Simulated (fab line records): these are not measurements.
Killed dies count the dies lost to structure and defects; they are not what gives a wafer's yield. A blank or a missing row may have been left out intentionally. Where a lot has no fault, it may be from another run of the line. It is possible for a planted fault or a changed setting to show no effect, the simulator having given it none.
Chamber matching | flow nand_harc | NHARC_P_ZERO_WELL_DESCUM_13 on rie_diel-04: 4 sister chambers
The step chemistry O2, time 3 s. 4 wafers are shown with their chamber, then 9 later ones without.

## WAFERS WITH THEIR CHAMBER
wafer  | chamber | drypump_motor_current_A (A)
L086.1 | 3       | 6.2
L086.5 | 0       | 5.2
L092.5 | 2       | 5.7
L092.6 | 1       | 5.4

## WAFERS WITHOUT THEIR CHAMBER
wafer  | drypump_motor_current_A (A)
L094.1 | 5.4
L094.2 | 6.2
L094.3 | 5.7
L095.4 | 5.7
L095.5 | 5.7
L095.6 | 5.3
L096.2 | 5.7
L096.3 | 6.2
L096.6 | 5.2

## WHICH CHAMBER EACH WENT THROUGH
wafer  | from the rows above     | in truth
L094.1 | 1                       | 1
L094.2 | 3                       | 3
L094.3 | 2                       | 2
L095.4 | 2                       | 2
L095.5 | 2                       | 2
L095.6 | can't be placed: 0 or 1 | 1
L096.2 | 2                       | 2
L096.3 | 3                       | 3
L096.6 | 0                       | 0
Correctly placed: 8 of 9. Can't be placed from these rows: 1 (the true chamber is among the candidates in 1). Number placed wrongly: 0.
How it was worked out, from the rows above alone: a wafer's distance from a chamber is the root of the sum, over the readings, of the square of ((its reading less the chamber's mean) divided by the reading's scatter). If the next closest chamber is less than 2 further off than the closest, the wafer can't be placed; otherwise it belongs to the closest. A chamber's mean is the mean of its shown wafers. The scatter: root of mean squared gap, hidden wafer to nearest shown wafer, with one shown wafer a chamber.
